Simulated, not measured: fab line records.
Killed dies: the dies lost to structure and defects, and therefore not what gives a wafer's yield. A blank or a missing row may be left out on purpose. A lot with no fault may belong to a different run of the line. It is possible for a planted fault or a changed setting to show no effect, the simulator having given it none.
fab line records ; flow n5-finfet
record lots=9; wafers=27; last-day=17
route steps=1938 shown FIN_SAQP@152 FIN_CUT@164 BEOL_M4@1111 PASSIVATION@1936
lots untouched by any fault: they come from a run of this same line in which no faults occurred
start-h: hours from the record's opening day to when the first of the lot's shown wafers began ; wait-h: hours elapsed since this lot's preceding step ; " the same as in the row above ; L1.1+2: a row that stands for several wafers ; - no value present, or no start provided ; * or withheld: withheld ; < > ~ a bound
route shown NAME@n: NAME is a module with steps in the file, n the number in the route of the first one ; usual: mean and standard deviation over wafers with no fault ; same: alike in all rows ; chamber/n: place in a boat ; sites: the reading at each site ; _std_site: the values' standard deviation ; _edge_site: the outer-site mean with the inner-site mean subtracted ; radius-mm: for every site, how far away it sits from the centre of the wafer ; mask NAME#n: copy n ; behind: tool/chamber where the wafer was last shaped ; hold: the reason the lot was held/the length of the hold in hours/how it ended ; device: the n, p or np transistor that did not switch ; end of line: the tests these same wafers got at the end of their route ; where a step has no rows: the recipe by itself ; killed: at the first sort, the dies lost to defects and structure; wafer yield is something else ; map: dies across one wafer; x = killed, . = not, _ = none there
set.NAME: the setting the step ran with; set.NAME@STEP: the setting that earlier step ran with ; model.NAME: the simulator's own value behind a step, which no gauge read
a sample of lots followed through the steps of the route, with each step as a table and each wafer as a row
services: the hour from which a tool's chamber was out of use, counted from the record's first day as start-h (under 0 if before that day), plus the number of hours and why
## steps
# step N5_FIN_SAQP_OCD_MEAS_76
# usual trench-depth-nm=119.0/2.2
lot.wafer;tool;chamber;start-h;wait-h;trench-depth-nm
L990.3;ocd-02;-;32.81;0.0;118.4
L990.5;ocd-02;-;32.81;0.0;118.8
L990.6;ocd-02;-;32.81;0.0;121.8
L996.1;ocd-01;-;68.42;0.0;119.8
L996.4;ocd-01;-;68.42;0.0;120.0
L996.6;ocd-01;-;68.42;0.0;120.3
L100.1;ocd-02;-;93.24;0.0;120.1
L100.2;ocd-02;-;93.24;0.0;117.6
L100.6;ocd-02;-;93.24;0.0;119.2
L102.1;ocd-02;-;104.76;0.0;114.8
L102.5;ocd-02;-;104.76;0.0;117.5
L102.6;ocd-02;-;104.76;0.0;114.9
L105.2;ocd-02;-;122.65;0.0;122.0
L105.3;ocd-02;-;122.65;0.0;116.2
L105.6;ocd-02;-;122.65;0.0;121.5
L106.2;ocd-01;-;129.05;0.0;120.1
L106.3;ocd-01;-;129.05;0.0;121.6
L106.6;ocd-01;-;129.05;0.0;118.3
L109.1;ocd-02;-;146.05;0.0;121.7
L109.5;ocd-02;-;146.05;0.0;118.0
L109.6;ocd-02;-;146.05;0.0;116.9
L111.1;ocd-02;-;158.11;0.0;121.6
L111.3;ocd-02;-;158.11;0.0;122.8
L111.4;ocd-02;-;158.11;0.0;119.1
L112.2;ocd-01;-;165.14;0.0;117.5
L112.4;ocd-01;-;165.14;0.0;119.3
L112.5;ocd-01;-;165.14;0.0;120.0
# step N5_FIN_CUT_OVL_MEAS_09
# recipe points-per-wafer=522
# usual FIN_CUT_OVL=0.4/0.67
lot.wafer;tool;chamber;start-h;wait-h;FIN_CUT_OVL[nm]
L990.3;overlay-01;0;33.31;0.0;0.1
L990.5;overlay-01;0;33.31;0.0;-0.1
L990.6;overlay-01;0;33.31;0.0;1.0
L996.1;overlay-02;0;68.91;0.0;1.6
L996.4;overlay-02;0;68.91;0.0;1.4
L996.6;overlay-02;0;68.91;0.0;1.7
L100.1;overlay-02;0;93.73;0.0;0.7
L100.2;overlay-02;0;93.73;0.0;-0.9
L100.6;overlay-02;0;93.73;0.0;-0.6
L102.1;overlay-01;0;105.13;0.0;-0.2
L102.5;overlay-01;0;105.13;0.0;1.1
L102.6;overlay-01;0;105.13;0.0;0.3
L105.2;overlay-01;0;123.15;0.0;0.9
L105.3;overlay-01;0;123.15;0.0;0.5
L105.6;overlay-01;0;123.15;0.0;0.5
L106.2;overlay-01;0;129.54;0.0;0.5
L106.3;overlay-01;0;129.54;0.0;-0.4
L106.6;overlay-01;0;129.54;0.0;0.1
L109.1;overlay-01;0;146.54;0.0;0.2
L109.5;overlay-01;0;146.54;0.0;-0.1
L109.6;overlay-01;0;146.54;0.0;1.6
L111.1;overlay-02;0;158.60;0.0;0.3
L111.3;overlay-02;0;158.60;0.0;0.1
L111.4;overlay-02;0;158.60;0.0;1.3
L112.2;overlay-02;0;165.51;0.0;0.4
L112.4;overlay-02;0;165.51;0.0;0.1
L112.5;overlay-02;0;165.51;0.0;0.5
# step N5_FIN_CUT_ETCH_21
# recipe chemistry=N2/H2; target=SOC; target-depth-a=2190; overetch-a=438; mask-material=SiARC; temp-c=40; ion-energy-ev=100; bias-w=61; time-s=523.5; pressure-mtorr=30; source-w=850; n2-flow-sccm=200; h2-flow-sccm=200
# usual drypump-motor-current-A=5.4/0.48; oes-product-au=0.69/0.071; rf-fwd-power-W=848.7/2.6; rf-vpp-V=240.6/1.5; run-length-s=546.8/0.45; showerhead-plenum-p-Torr=2.54/0.1; temp-c=40.01/0.11; throttle-valve-pct=17.89/0.27
lot.wafer;tool;chamber;start-h;wait-h;drypump-motor-current-A;oes-product-au;rf-fwd-power-W;rf-hours-counter-h;rf-vpp-V;run-length-s;showerhead-plenum-p-Torr;temp-c;throttle-valve-pct
L990.3;rie-diel-02;0;33.64;0.0;5.8;0.65;851.0;224;238.8;547.0;2.40;39.98;17.92
L990.5;rie-diel-02;1;33.64;0.0;6.0;0.66;851.8;-;239.1;546.6;2.39;39.84;17.34
L990.6;rie-diel-02;2;33.64;0.0;5.5;0.68;850.1;-;241.3;546.4;2.66;39.99;18.01
L996.1;rie-diel-06;1;69.09;0.0;5.8;0.63;850.1;240;239.0;547.3;2.49;39.83;17.75
L996.4;rie-diel-06;3;69.09;0.0;4.8;0.68;849.6;177;242.4;546.7;2.65;39.97;17.93
L996.6;rie-diel-06;0;69.09;0.0;4.8;0.70;847.2;-;238.0;546.8;2.43;39.82;17.91
L100.1;rie-diel-04;3;93.91;0.0;5.8;0.69;848.3;180;242.4;546.7;2.62;40.06;18.16
L100.2;rie-diel-04;0;93.91;0.0;5.6;0.90;847.7;4;241.0;547.8;2.60;40.01;17.35
L100.6;rie-diel-04;2;93.91;0.0;5.2;0.84;846.9;-;241.8;546.4;2.61;40.26;17.55
L102.1;rie-diel-06;3;105.33;0.0;4.8;0.67;847.8;189;241.8;546.7;2.65;40.05;17.94
L102.5;rie-diel-06;0;105.33;0.0;4.8;0.69;851.9;-;238.8;546.4;2.43;39.87;17.94
L102.6;rie-diel-06;2;105.33;0.0;4.7;0.64;849.7;-;239.5;547.2;2.41;39.99;18.16
L105.2;rie-diel-04;3;123.34;0.0;5.9;0.68;848.5;190;241.4;547.0;2.61;39.97;18.15
L105.3;rie-diel-04;0;123.34;0.0;5.6;0.89;850.5;7;241.0;547.6;2.60;39.82;17.35
L105.6;rie-diel-04;0;123.34;0.0;5.6;0.89;850.0;-;240.9;547.8;2.60;40.01;17.34
L106.2;rie-diel-02;0;129.74;0.0;5.8;0.64;843.5;249;237.6;546.8;2.39;40.07;17.98
L106.3;rie-diel-02;1;129.74;0.0;6.0;0.64;846.7;217;238.9;546.9;2.38;40.02;17.38
L106.6;rie-diel-02;0;129.74;0.0;5.8;0.64;843.7;-;238.3;547.3;2.39;39.79;17.95
L109.1;rie-diel-04;3;146.72;0.0;5.9;0.72;-;198;241.8;499.6;2.61;39.90;18.18
L109.5;rie-diel-04;2;146.72;0.0;5.2;0.81;845.3;-;239.5;546.3;2.60;40.02;17.59
L109.6;rie-diel-04;3;146.72;0.0;5.8;0.71;-;-;241.9;499.3;2.61;39.87;18.18
L111.1;rie-diel-04;1;158.91;0.0;5.4;0.76;-;151;242.4;498.7;2.56;40.07;17.94
L111.3;rie-diel-04;0;158.91;0.0;5.6;0.86;843.9;17;241.0;547.8;2.59;40.00;17.35
L111.4;rie-diel-04;2;158.91;0.0;5.2;0.81;847.6;32;238.4;546.5;2.60;40.22;17.61
L112.2;rie-diel-02;2;165.68;0.0;5.5;0.66;847.8;206;240.1;546.3;2.64;39.97;18.08
L112.4;rie-diel-02;1;165.68;0.0;6.0;0.64;846.9;230;238.4;546.5;2.38;40.12;17.41
L112.5;rie-diel-02;1;165.68;0.0;6.0;0.64;854.0;-;238.3;547.1;2.38;40.06;17.38
# step N5_FIN_CUT_CUT_ETCH_26
# recipe chemistry=CH3F/O2; target=SiNx; target-depth-a=390; mask-material=SOC; time-s=55.7; pressure-mtorr=30; source-w=395; bias-w=73; Ar_flow_sccm=150; CH3F_flow_sccm=30; O2_flow_sccm=20; ion-energy-ev=120
# usual CH3F_flow_sccm=30.01/0.089; drypump-motor-current-A=5.4/0.48; oes-product-au=0.75/0.083; rf-fwd-power-W=390.6/1.6; rf-vpp-V=298/7; run-length-s=79.0/0.45; showerhead-plenum-p-Torr=2.00/0.077; throttle-valve-pct=16.45/0.25
lot.wafer;tool;chamber;start-h;wait-h;CH3F_flow_sccm;drypump-motor-current-A;oes-product-au;rf-fwd-power-W;rf-hours-counter-h;rf-vpp-V;run-length-s;showerhead-plenum-p-Torr;throttle-valve-pct
L990.3;rie-diel-02;0;33.99;0.0;29.88;5.8;0.71;390.5;224;293;79.4;1.88;16.40
L990.5;rie-diel-02;1;33.99;0.0;30.01;6.0;0.71;390.6;-;301;78.5;1.92;16.24
L990.6;rie-diel-02;2;33.99;0.0;30.14;5.5;0.73;393.2;-;306;78.3;2.10;16.65
L996.1;rie-diel-06;1;69.44;0.0;29.98;5.8;0.68;389.1;240;285;78.8;1.97;16.57
L996.4;rie-diel-06;3;69.44;0.0;30.04;4.8;0.74;389.5;177;308;79.4;2.07;16.33
L996.6;rie-diel-06;0;69.44;0.0;29.98;4.8;0.77;390.2;-;297;78.7;1.91;16.48
L100.1;rie-diel-04;3;94.26;0.0;29.91;5.8;0.73;390.2;180;306;79.2;2.08;16.84
L100.2;rie-diel-04;0;94.26;0.0;30.18;5.6;1.00;388.6;4;295;80.3;2.05;15.99
L100.6;rie-diel-04;2;94.26;0.0;29.97;5.2;0.93;389.0;-;305;78.9;2.05;15.93
L102.1;rie-diel-06;3;105.67;0.0;30.08;4.8;0.72;388.9;189;307;79.3;2.07;16.35
L102.5;rie-diel-06;0;105.67;0.0;29.95;4.8;0.76;389.8;-;295;78.5;1.91;16.52
L102.6;rie-diel-06;2;105.67;0.0;29.92;4.6;0.70;391.0;-;292;79.0;1.89;16.63
L105.2;rie-diel-04;3;123.68;0.0;30.00;5.8;0.73;390.0;191;305;79.5;2.08;16.85
L105.3;rie-diel-04;0;123.68;0.0;30.02;5.6;0.98;389.9;7;294;79.9;2.05;16.00
L105.6;rie-diel-04;0;123.68;0.0;30.09;5.6;0.98;387.6;-;296;79.7;2.05;16.01
L106.2;rie-diel-02;0;130.08;0.0;30.00;5.8;0.68;388.3;250;292;78.8;1.87;16.43
L106.3;rie-diel-02;1;130.08;0.0;29.99;6.0;0.69;389.3;217;301;78.3;1.91;16.31
L106.6;rie-diel-02;0;130.08;0.0;29.84;5.8;0.68;388.9;-;292;78.9;1.87;16.43
L109.1;rie-diel-04;3;147.07;0.0;30.01;5.9;0.73;389.9;198;304;78.9;2.07;16.86
L109.5;rie-diel-04;2;147.07;0.0;30.03;5.2;0.89;391.3;-;304;78.7;2.04;15.99
L109.6;rie-diel-04;3;147.07;0.0;30.02;5.8;0.73;390.5;-;305;79.1;2.07;16.88
L111.1;rie-diel-04;1;159.25;0.0;30.06;5.3;0.76;394.1;151;292;78.7;1.99;16.22
L111.3;rie-diel-04;0;159.25;0.0;29.94;5.6;0.96;388.5;17;294;80.2;2.04;16.02
L111.4;rie-diel-04;2;159.25;0.0;29.87;5.2;0.88;391.1;32;303;78.8;2.04;15.97
L112.2;rie-diel-02;2;166.03;0.0;30.02;5.5;0.71;390.6;206;305;78.3;2.09;16.71
L112.4;rie-diel-02;1;166.03;0.0;30.02;6.0;0.69;389.0;230;300;78.5;1.90;16.34
L112.5;rie-diel-02;1;166.03;0.0;30.17;6.0;0.69;390.9;-;301;78.5;1.90;16.32
# step N5_BEOL_M4_RC_MEAS_101
# usual DIBL_N=36.9/1.6; DIBL_P=37.1/2; IOFF_N=0.17/0.032; IOFF_P=0.22/0.036; ION_N=674/12; ION_P=463/7.8; SS_N=71.7/0.63; SS_P=73.5/0.62; VT_N=249/3.3; VT_P=-250/3.5
lot.wafer;tool;chamber;start-h;wait-h;DIBL_N[mV/V];DIBL_P[mV/V];IOFF_N[nA/um];IOFF_P[nA/um];ION_N[uA/um];ION_P[uA/um];SS_N[mV/dec];SS_P[mV/dec];VT_N[mV];VT_P[mV]
L990.3;prober-02;0;188.90;0.3;36.8;37.8;0.15;0.27;664;466;71.3;73.3;252;-245
L990.5;prober-02;0;188.90;0.3;36.7;36.2;0.15;0.24;649;462;71.9;73.0;251;-247
L990.6;prober-02;0;188.90;0.3;37.8;37.1;0.17;0.25;666;466;71.1;73.1;249;-244
L996.1;prober-01;0;220.95;0.0;38.6;38.0;0.19;0.27;674;464;72.3;73.7;248;-247
L996.4;prober-01;0;220.95;0.0;37.5;36.6;0.17;0.22;670;459;71.8;74.0;249;-250
L996.6;prober-01;0;220.95;0.0;37.1;36.7;0.18;0.23;677;463;72.2;73.6;248;-246
L100.1;prober-02;0;240.17;0.0;39.5;37.4;0.17;0.19;668;444;72.3;73.3;248;-253
L100.2;prober-02;0;240.17;0.0;39.5;37.6;0.18;0.20;687;466;72.0;74.1;247;-252
L100.6;prober-02;0;240.17;0.0;37.1;34.6;0.13;0.15;661;450;71.7;72.9;255;-258
L102.1;prober-01;0;241.76;0.0;37.2;38.2;0.17;0.24;681;473;71.6;73.7;248;-249
L102.5;prober-01;0;241.76;0.0;36.7;37.3;0.16;0.22;685;474;71.9;72.7;249;-252
L102.6;prober-01;0;241.76;0.0;38.8;38.7;0.20;0.25;680;455;72.4;73.4;246;-249
L105.2;prober-01;0;275.53;0.2;36.4;39.1;0.17;0.25;680;473;72.1;74.0;253;-248
L105.3;prober-01;0;275.53;0.2;36.5;37.9;0.18;0.23;679;461;71.7;74.3;249;-249
L105.6;prober-01;0;275.53;0.2;36.6;37.2;0.16;0.21;676;460;71.1;74.2;254;-254
L106.2;prober-02;0;279.41;0.2;38.5;38.4;0.20;0.23;671;458;72.4;73.7;248;-248
L106.3;prober-02;0;279.41;0.2;36.6;36.3;0.16;0.20;654;453;72.5;73.3;250;-252
L106.6;prober-02;0;279.41;0.2;36.5;35.3;0.15;0.18;653;446;72.2;72.3;254;-254
L109.1;prober-02;0;298.40;0.0;38.9;36.3;0.19;0.25;672;465;73.1;74.1;250;-247
L109.5;prober-02;0;298.40;0.0;36.9;34.8;0.15;0.23;674;463;71.7;74.1;251;-249
L109.6;prober-02;0;298.40;0.0;35.1;33.3;0.13;0.20;666;462;71.1;73.0;253;-250
L111.1;prober-01;0;302.13;0.0;36.7;34.9;0.18;0.25;682;472;71.2;73.7;246;-246
L111.3;prober-01;0;302.13;0.0;35.1;32.2;0.14;0.20;667;464;71.7;72.9;253;-249
L111.4;prober-01;0;302.13;0.0;38.2;36.6;0.19;0.27;673;466;72.0;73.8;248;-245
L112.2;prober-01;0;310.08;0.2;36.4;37.4;0.16;0.24;676;469;71.2;73.3;247;-245
L112.4;prober-01;0;310.08;0.2;37.4;38.7;0.17;0.25;677;467;70.5;73.9;249;-247
L112.5;prober-01;0;310.08;0.2;34.4;35.7;0.12;0.21;664;467;71.0;72.7;255;-249
# step N5_PASSIVATION_PROBE_49
# usual defect-limited-yield=90.9/1.6; killed_at_M0_to_M3=34/11; killed_at_M4_up=14/5.7; killed-at-contacts=13/6.5; killed-at-front-end=43/11; killed-at-other=4/3.1; killed-dies=107/19; killed-open=71/14; killed-short=35/7.9; sort_bin_5_function=5.3/1.1; sort_bin_6_memory=3.4/0.74; sort_bin_8_speed=0.00/0.014; sort-n-pass=1073/19
# same gross-dies=1180; killed-at-back-side=0; sort_bin_4_leakage[%]=0
lot.wafer;tool;chamber;start-h;wait-h;defect-limited-yield[%];killed_at_M0_to_M3;killed_at_M4_up;killed-at-contacts;killed-at-front-end;killed-at-other;killed-dies;killed-open;killed-short;sort_bin_5_function[%];sort_bin_6_memory[%];sort_bin_8_speed[%];sort-n-pass
L109.1;prober-01;-;392.62;0.0;72.8;41;11;8;260;1;321;59;37;23.7;3.3;0;859
L109.5;prober-01;-;392.82;0.2;89.2;39;17;8;63;0;127;83;43;5.6;4.7;0;1053
L109.6;prober-01;-;392.87;0.3;73.1;34;29;15;234;5;317;80;48;22.5;4.1;0;863
L111.1;prober-02;-;407.37;0.0;85.9;27;17;19;100;3;166;75;34;10.4;3.3;0;1014
L111.3;prober-02;-;407.47;0.1;89.6;33;18;19;46;7;123;84;36;5.9;4.0;0;1057
L111.4;prober-02;-;407.52;0.2;90.6;30;11;14;53;3;111;73;35;6.1;3.1;0;1069
# killed by level:class
L109.1 FIN_CUT:area-etch=225 BEOL_M0_SAQP:geometric-particle:open=9 BEOL_M0_SAQP:geometric-particle:short=8 FIN_SAQP:geometric-particle:open=7 MOL_CONTACT_COAG:geometric-particle:open=7 FIN_SAQP:geometric-particle:short=6 BEOL_M0:geometric-particle:short=5 BEOL_M4:geometric-particle:open=5
L109.5 FIN_SAQP:geometric-particle:open=18 FIN_SAQP:geometric-particle:short=16 ILD0:geometric-particle:open=9 BEOL_M2:geometric-particle:open=8 BEOL_M0:geometric-particle:open=7 BEOL_M4:geometric-particle:open=6 MOL_CONTACT_COAG:geometric-particle:open=6 BEOL_M0_SAQP:geometric-particle:short=6
L109.6 FIN_CUT:area-etch=189 FIN_SAQP:geometric-particle:open=15 BEOL_M4:geometric-particle:open=12 MOL_CONTACT_COAG:geometric-particle:open=11 BEOL_M0_SAQP:geometric-particle:open=9 FIN_SAQP:geometric-particle:short=8 BEOL_M0_SAQP:geometric-particle:short=8 BEOL_M2:geometric-particle:open=6
L111.1 FIN_CUT:area-etch=56 MOL_CONTACT_COAG:geometric-particle:open=18 STI_FIN_REVEAL:geometric-particle:open=12 BEOL_M4:geometric-particle:open=11 FIN_SAQP:geometric-particle:open=9 FIN_SAQP:geometric-particle:short=9 STARTING-WAFER:geometric-particle:short=7 BEOL_M0_SAQP:geometric-particle:short=6
L111.3 MOL_CONTACT_COAG:geometric-particle:open=17 FIN_SAQP:geometric-particle:open=15 FIN_SAQP:geometric-particle:short=11 BEOL_M1:geometric-particle:open=9 BEOL_M4:geometric-particle:open=7 BEOL_M0_SAQP:geometric-particle:short=5 BEOL_M1:geometric-particle:short=5 STARTING-WAFER:geometric-particle:open=5
L111.4 FIN_SAQP:geometric-particle:open=15 MOL_CONTACT_COAG:geometric-particle:open=11 BEOL_M0_SAQP:geometric-particle:short=9 STI_FIN_REVEAL:geometric-particle:open=9 FIN_SAQP:geometric-particle:short=8 DUMMY_GATE:geometric-particle:open=6 BEOL_M0:geometric-particle:open=5 BEOL_M2:geometric-particle:open=5
## services
tool;chamber;start-h;hours;kind
rie-diel-04;0;29.21;6.5;repair
rie-diel-04;2;35.87;-;clean
rie-diel-04;2;35.87;-;consumable-replace:focus-ring
rie-diel-04;2;35.87;28.0;scheduled-down
rie-diel-04;2;35.87;28.0;vent-cycle
rie-diel-06;1;42.30;6.0;repair
rie-diel-02;-;48.94;4.0;pm
rie-diel-02;-;56.17;2.8;pm
rie-diel-04;0;63.82;-;clean
rie-diel-04;0;63.82;-;consumable-replace:focus-ring
rie-diel-04;0;63.82;19.5;scheduled-down
rie-diel-04;0;63.82;19.5;vent-cycle
rie-diel-02;-;73.53;0.7;repair
rie-diel-06;2;81.75;4.3;repair
rie-diel-06;1;102.57;-;clean
rie-diel-06;1;102.57;-;consumable-replace:focus-ring
rie-diel-06;1;102.57;14.9;scheduled-down
rie-diel-06;1;102.57;14.9;vent-cycle
rie-diel-04;0;102.72;19.0;repair
rie-diel-02;0;132.05;-;clean
rie-diel-02;0;132.05;-;consumable-replace:focus-ring
rie-diel-02;0;132.05;-;consumable-replace:showerhead
rie-diel-02;0;132.05;15.5;scheduled-down
rie-diel-02;0;132.05;15.5;vent-cycle
## key
first-sign step=N5_FIN_CUT_ETCH_21; reading=run-length-s; direction=down; sigmas=99+; usual=*; struck=*
effect step=N5_PASSIVATION_PROBE_49; reading=killed-at-front-end; direction=up; sigmas=14; usual=43; struck=198
more-kills-born-at N5_FIN_CUT_ETCH_21@rie-diel-04=470
met-at N5_FIN_CUT_ETCH_21
struck-lots L109,L111
struck-wafers L109.1,L109.6,L111.1
not-acting-at N5_FIN_SAQP_OCD_MEAS_76,N5_FIN_CUT_OVL_MEAS_09,N5_FIN_CUT_CUT_ETCH_26
onset-between 123.34 146.72
fault kind=process-parameter-drift; tool=rie-diel-04; chamber=-; onset-h=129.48; steps=N5_FIN_CUT_ETCH_21; channel=time-s; offset=*; shape=step; end-h=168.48; scope=struck-wafers-only; acts-in=*; stated=*
